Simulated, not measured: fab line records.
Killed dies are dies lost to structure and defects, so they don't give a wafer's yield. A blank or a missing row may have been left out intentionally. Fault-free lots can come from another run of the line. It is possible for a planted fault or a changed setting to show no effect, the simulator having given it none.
fab line records ; flow nand-harc
[record] lots = 5; wafers = 15; last-day = 23
route steps=1159 shown A_CHANNEL_HOLE_D1@481 A_CHANNEL_FILL_D1@490
lots untouched by any fault: they come from a run of this same line in which no faults occurred
start-h: hours from the record's opening day to when the first of the lot's shown wafers began ; wait-h: time in hours since the lot's previous step ; " repeats the value in the row above ; L1.1+2: a row that stands for several wafers ; - no value, or no start was given ; * or withheld: withheld ; < > ~ a bound
route shown NAME@n: a module of which the file shows steps, and the number in the route of the first ; usual: mean and standard deviation over wafers with no fault ; same: alike in all rows ; chamber/n: place in a boat ; sites: readings site by site ; _std_site: standard deviation across them ; _edge_site: mean of outer sites minus mean of inner sites ; radius-mm: for every site, how far away it sits from the centre of the wafer ; mask NAME#n: copy n ; behind: tool/chamber where the wafer was last shaped ; hold: why the lot went on hold/how many hours it stayed there/how the hold came to an end ; device: the transistor (n, p or np) that didn't switch ; end of line: at the end of the route, the tests of the same wafers ; a step given without rows: its recipe and nothing more ; killed: count of dies lost to structure and defects at first sort (not the wafer's yield) ; map: shows each die of a wafer: x if killed, . if not, _ if none is there
set.NAME: the setting as run; set.NAME@STEP: as run at that earlier step ; model.NAME: the simulator's own value behind a step, which no gauge read
lots at selected steps of the route; one table per step, one row per wafer
services: the hour from which a tool's chamber was out of use, counted from the record's first day as start-h (under 0 if before that day), plus the number of hours and why
[[steps]]
[step NHARC_A_CHANNEL_HOLE_D1_STRIP_42]
[recipe] cf4-flow-sccm = 100; chf3-flow-sccm = 30; ar-flow-sccm = 0; bias-w = 0; chemistry = CF4/CHF3
lot.wafer;tool;chamber;start-h;wait-h
L082.2+1+5;rie-diel-12;3,0,3;224.02;0.1
L092.3+5+6;rie-diel-12;3,2,1;276.63;0.1
L091.2+4+6;rie-diel-12;2,3,3;280.38;0.1
L093.4+6+5;rie-diel-02;3,3,0;287.66;0.1
L094.2+6+4;rie-diel-12;3,0,1;297.16;0.1
[step NHARC_A_CHANNEL_HOLE_D1_STRIP_43]
[recipe] o2-flow-sccm = 400; cos-flow-sccm = 20; ar-flow-sccm = 0; bias-w = 0; chemistry = O2/COS
lot.wafer;tool;chamber;start-h;wait-h
L082.1+2+5;rie-diel-12;0,2,1;224.08;0.1
L092.3+6+5;rie-diel-12;1,1,3;276.69;0.1
L091.4+2+6;rie-diel-12;2,3,0;280.45;0.1
L093.4+5+6;rie-diel-02;2,3,0;287.73;0.1
L094.4+2+6;rie-diel-12;3,0,1;297.23;0.0
[step NHARC_A_CHANNEL_HOLE_D1_ETCH_44]
[recipe] target-depth-a = 1400; overetch-a = 140; time-s = 77; ion-energy-ev = 100; cf4-flow-sccm = 80; o2-flow-sccm = 20; ar-flow-sccm = 0; rf-w = 300; bias-w = 100; chemistry = CF4/O2
[usual] drypump-motor-current-A = 5.7/0.42; oes-product-au = 1.002/0.0074; rf-vpp-V = 197.6/1.4; showerhead-plenum-p-Torr = 1.32/0.052; throttle-valve-pct = 13.397/0.0085
lot.wafer;tool;chamber;start-h;wait-h;drypump-motor-current-A;oes-product-au;rf-hours-counter-h;rf-vpp-V;showerhead-plenum-p-Torr;throttle-valve-pct
L082.1;rie-diel-12;0;224.15;0.1;6.1;1.012;0;198.1;1.35;13.393
L082.2;rie-diel-12;2;224.15;0.1;5.9;1.003;1;200.2;1.44;13.408
L082.5;rie-diel-12;0;224.15;0.1;6.1;1.000;-;198.3;1.34;13.394
L092.3;rie-diel-12;3;276.77;0.1;5.9;1.007;3;198.2;1.31;13.406
L092.6;rie-diel-12;3;276.77;0.1;5.9;1.002;-;196.7;1.31;13.381
L092.5;rie-diel-12;1;276.77;0.1;5.6;1.010;-;197.2;1.28;13.389
L091.4;rie-diel-12;3;280.51;0.1;5.8;1.004;3;198.6;1.31;13.391
L091.2;rie-diel-12;1;280.51;0.1;5.6;0.997;4;196.6;1.28;13.397
L091.6;rie-diel-12;2;280.51;0.1;5.9;1.006;-;199.5;1.43;13.390
L093.4;rie-diel-02;3;287.80;0.1;5.1;0.994;9;195.2;1.26;13.387
L093.6;rie-diel-02;0;287.80;0.1;5.6;1.018;-;196.9;1.33;13.406
L093.5;rie-diel-02;1;287.80;0.1;5.6;0.997;-;197.4;1.28;13.391
L094.2;rie-diel-12;3;297.30;0.1;5.9;1.003;4;198.8;1.31;13.389
L094.4;rie-diel-12;1;297.30;0.1;5.6;1.002;5;197.9;1.28;13.391
L094.6;rie-diel-12;3;297.30;0.1;5.9;1.014;-;198.1;1.31;13.381
[step NHARC_A_CHANNEL_HOLE_D1_STRIP_27]
[recipe] o2-flow-sccm = 500; ar-flow-sccm = 0; bias-w = 0; chemistry = O2
[usual] drypump-motor-current-A = 5.7/0.43; oes-product-au = 1.001/0.0066; rf-vpp-V = 57.7/0.84; showerhead-plenum-p-Torr = 3.49/0.13; throttle-valve-pct = 17.036/0.0094
lot.wafer;tool;chamber;start-h;wait-h;drypump-motor-current-A;oes-product-au;rf-hours-counter-h;rf-vpp-V;showerhead-plenum-p-Torr;throttle-valve-pct
L082.1;rie-diel-12;0;-;-;6.1;0.992;0;57.4;3.55;17.050
L082.2;rie-diel-12;2;-;-;5.9;0.995;1;58.7;3.78;17.032
L082.5;rie-diel-12;3;-;-;5.9;1.005;-;57.1;3.48;17.040
L092.3;rie-diel-12;2;-;-;5.9;0.995;4;58.3;3.78;17.038
L092.5;rie-diel-12;3;-;-;5.9;0.995;-;57.1;3.47;17.034
L092.6;rie-diel-12;2;-;-;5.9;0.995;-;58.9;3.78;17.026
L091.2;rie-diel-12;3;-;-;5.8;0.993;3;58.0;3.47;17.031
L091.4;rie-diel-12;0;-;-;6.2;1.010;2;57.3;3.55;17.040
L091.6;rie-diel-12;2;-;-;5.9;1.005;-;58.8;3.78;17.033
L093.4;rie-diel-02;0;-;-;5.6;1.010;10;58.8;3.53;17.031
L093.5;rie-diel-02;1;-;-;5.6;1.001;-;56.9;3.40;17.038
L093.6;rie-diel-02;2;-;-;5.5;0.994;-;58.0;3.65;17.045
L094.2;rie-diel-12;3;-;-;5.9;0.991;5;56.8;3.47;17.033
L094.4;rie-diel-12;2;-;-;5.9;0.995;6;57.8;3.78;17.030
L094.6;rie-diel-12;0;-;-;6.2;1.010;-;58.3;3.55;17.034
[step NHARC_A_CHANNEL_HOLE_D1_PRECLEAN_28]
[recipe] time-s = *; temp-c = 50; bath-age-min = 0; chemistry = SC1
[usual] bath-guard-temp-C = 50.1/0.48; h2o2-flow-mL-min = 56.61/0.18
lot.wafer;tool;chamber;start-h;wait-h;bath-guard-temp-C;h2o2-flow-mL-min
L082.2;wet-bench-02;1;224.81;-;49.6;56.65
L082.1;wet-bench-02;2;224.81;-;50.4;56.72
L082.5;wet-bench-02;5;224.81;-;50.1;56.45
L092.3;wet-bench-05;1;277.55;-;50.2;56.45
L092.5;wet-bench-05;3;277.55;-;48.6;56.61
L092.6;wet-bench-05;5;277.55;-;50.0;56.27
L091.6;wet-bench-07;7;281.17;-;50.5;56.66
L091.2;wet-bench-07;1;281.17;-;51.2;56.60
L091.4;wet-bench-07;3;281.17;-;50.9;56.91
L093.5;wet-bench-07;6;288.44;-;50.2;56.56
L093.4;wet-bench-07;0;288.44;-;49.5;56.60
L093.6;wet-bench-07;2;288.44;-;49.7;56.89
L094.4;wet-bench-07;4;297.94;-;50.1;56.67
L094.2;wet-bench-07;5;297.94;-;50.1;56.69
L094.6;wet-bench-07;0;297.94;-;49.5;56.82
[step NHARC_A_CHANNEL_HOLE_D1_SRD_29]
lot.wafer;tool;chamber;start-h;wait-h
L082.2+1+5;wet-bench-02;1,2,5;224.88;0.1
L092.3+5+6;wet-bench-05;1,3,5;-;-
L091.6+2+4;wet-bench-07;7,1,3;-;-
L093.5+4+6;wet-bench-07;6,0,2;-;-
L094.4+2+6;wet-bench-07;4,5,0;-;-
[step NHARC_A_CHANNEL_HOLE_D1_CD_MEAS_30]
[usual] cd-nm = 90.0/0.9
lot.wafer;tool;chamber;start-h;wait-h;cd-nm
L082.1;cd-sem-01;-;224.99;0.1;89.8
L082.2;cd-sem-01;-;224.99;0.1;89.5
L082.5;cd-sem-01;-;224.99;0.1;88.7
L092.3;cd-sem-03;-;277.70;-;90.8
L092.5;cd-sem-03;-;277.70;-;90.8
L092.6;cd-sem-03;-;277.70;-;90.7
L091.2;cd-sem-01;-;281.31;-;91.1
L091.4;cd-sem-01;-;281.31;-;90.9
L091.6;cd-sem-01;-;281.31;-;90.6
L093.4;cd-sem-03;-;288.59;-;90.4
L093.5;cd-sem-03;-;288.59;-;89.7
L093.6;cd-sem-03;-;288.59;-;89.7
L094.2;cd-sem-03;-;298.08;-;90.3
L094.4;cd-sem-03;-;298.08;-;89.8
L094.6;cd-sem-03;-;298.08;-;89.6
[step NHARC_A_CHANNEL_HOLE_D1_XSEM_31]
[recipe] landing-energy-ev = 35000
[usual] bot-cd-nm = 74.6/1; bow-nm = 8.47/0.3; tilt-deg = 0.06/0.044
lot.wafer;tool;chamber;start-h;wait-h;bot-cd-nm;bow-nm;tilt-deg
L082.1;xsem-02;0;225.09;0.1;74.8;8.41;-0.01
L082.2;xsem-02;0;225.09;0.1;74.9;8.42;0.00
L082.5;xsem-02;0;225.09;0.1;74.7;8.41;0.00
L092.3;xsem-02;0;277.79;0.1;76.1;8.88;0.03
L092.5;xsem-02;0;277.79;0.1;76.1;8.72;0.03
L092.6;xsem-02;0;277.79;0.1;76.7;8.64;0.03
L091.2;xsem-01;0;281.40;0.1;74.9;8.49;0.04
L091.4;xsem-01;0;281.40;0.1;74.3;8.48;0.04
L091.6;xsem-01;0;281.40;0.1;74.5;8.60;0.05
L093.4;xsem-02;0;288.69;0.1;74.3;8.19;0.08
L093.5;xsem-02;0;288.69;0.1;74.4;8.19;0.08
L093.6;xsem-02;0;288.69;0.1;74.0;8.16;0.08
L094.2;xsem-01;0;298.17;0.1;75.5;9.05;0.07
L094.4;xsem-01;0;298.17;0.1;74.4;8.96;0.07
L094.6;xsem-01;0;298.17;0.1;74.7;8.98;0.07
[step NHARC_A_CHANNEL_HOLE_D1_INSPECT_40]
[usual] raw-defect-count = 61/16
lot.wafer;tool;chamber;start-h;wait-h;raw-defect-count
L082.1;defect-inspect-02;-;225.19;-;68
L082.2;defect-inspect-02;-;225.19;-;65
L082.5;defect-inspect-02;-;225.19;-;27
L092.3;defect-inspect-01;-;277.88;-;62
L092.5;defect-inspect-01;-;277.88;-;56
L092.6;defect-inspect-01;-;277.88;-;50
L091.2;defect-inspect-01;-;281.49;-;71
L091.4;defect-inspect-01;-;281.49;-;80
L091.6;defect-inspect-01;-;281.49;-;66
L093.4;defect-inspect-01;-;288.78;-;78
L093.5;defect-inspect-01;-;288.78;-;50
L093.6;defect-inspect-01;-;288.78;-;41
L094.2;defect-inspect-01;-;298.28;-;58
L094.4;defect-inspect-01;-;298.28;-;81
L094.6;defect-inspect-01;-;298.28;-;59
[step NHARC_A_CHANNEL_FILL_D1_PRECLEAN_00]
[recipe] time-s = *; temp-c = 50; bath-age-min = 0; chemistry = SC1
[usual] bath-guard-temp-C = 50.0/0.57; h2o2-flow-mL-min = 56.59/0.16
lot.wafer;tool;chamber;start-h;wait-h;bath-guard-temp-C;h2o2-flow-mL-min
L082.5;wet-bench-04;0;225.25;0.1;50.5;56.67
L082.1;wet-bench-04;2;225.25;0.1;49.0;56.79
L082.2;wet-bench-04;4;225.25;0.1;49.6;56.42
L092.3;wet-bench-04;4;277.94;0.1;50.2;56.45
L092.6;wet-bench-04;5;277.94;0.1;49.9;56.65
L092.5;wet-bench-04;7;277.94;0.1;50.5;56.31
L091.2;wet-bench-04;3;281.55;0.1;50.8;56.44
L091.6;wet-bench-04;4;281.55;0.1;49.9;56.67
L091.4;wet-bench-04;5;281.55;0.1;49.3;56.75
L093.6;wet-bench-04;7;288.83;0.1;50.8;56.69
L093.5;wet-bench-04;0;288.83;0.1;50.5;56.59
L093.4;wet-bench-04;2;288.83;0.1;49.0;56.56
L094.4;wet-bench-03;5;298.33;0.0;50.7;56.61
L094.6;wet-bench-03;7;298.33;0.0;50.6;56.37
L094.2;wet-bench-03;2;298.33;0.0;50.7;56.74
[step NHARC_A_CHANNEL_FILL_D1_SRD_01]
lot.wafer;tool;chamber;start-h;wait-h
L082.5+1+2;wet-bench-04;0,2,4;-;-
L092.3+6+5;wet-bench-04;4,5,7;-;-
L091.2+6+4;wet-bench-04;3,4,5;-;-
L093.6+5+4;wet-bench-04;7,0,2;-;-
L094.4+6+2;wet-bench-03;5,7,2;-;-
[[services]]
tool;chamber;start-h;hours;kind
rie-diel-12;-;202.40;9.0;pm
rie-diel-12;0;202.40;9.0;vent-cycle
rie-diel-12;1;202.40;9.0;vent-cycle
rie-diel-12;2;202.40;9.0;vent-cycle
rie-diel-12;3;202.40;9.0;vent-cycle
rie-diel-12;0;211.40;-;clean
rie-diel-12;1;211.40;-;clean
rie-diel-12;2;211.40;-;clean
rie-diel-12;3;211.40;-;clean
rie-diel-12;0;231.48;9.0;repair
rie-diel-12;1;235.90;-;clean
rie-diel-12;2;235.90;-;clean
rie-diel-12;3;235.90;-;clean
rie-diel-12;3;240.93;16.4;repair
rie-diel-12;1;242.28;2.0;repair
rie-diel-12;2;256.09;2.7;repair
rie-diel-12;0;260.40;-;clean
rie-diel-12;1;260.40;-;clean
rie-diel-12;2;260.40;-;clean
rie-diel-12;3;260.40;-;clean
rie-diel-12;0;262.43;15.7;repair
wet-bench-07;-;272.00;8.0;pm
rie-diel-12;0;284.90;-;clean
rie-diel-12;2;294.41;2.8;repair
[[key]]
fault none
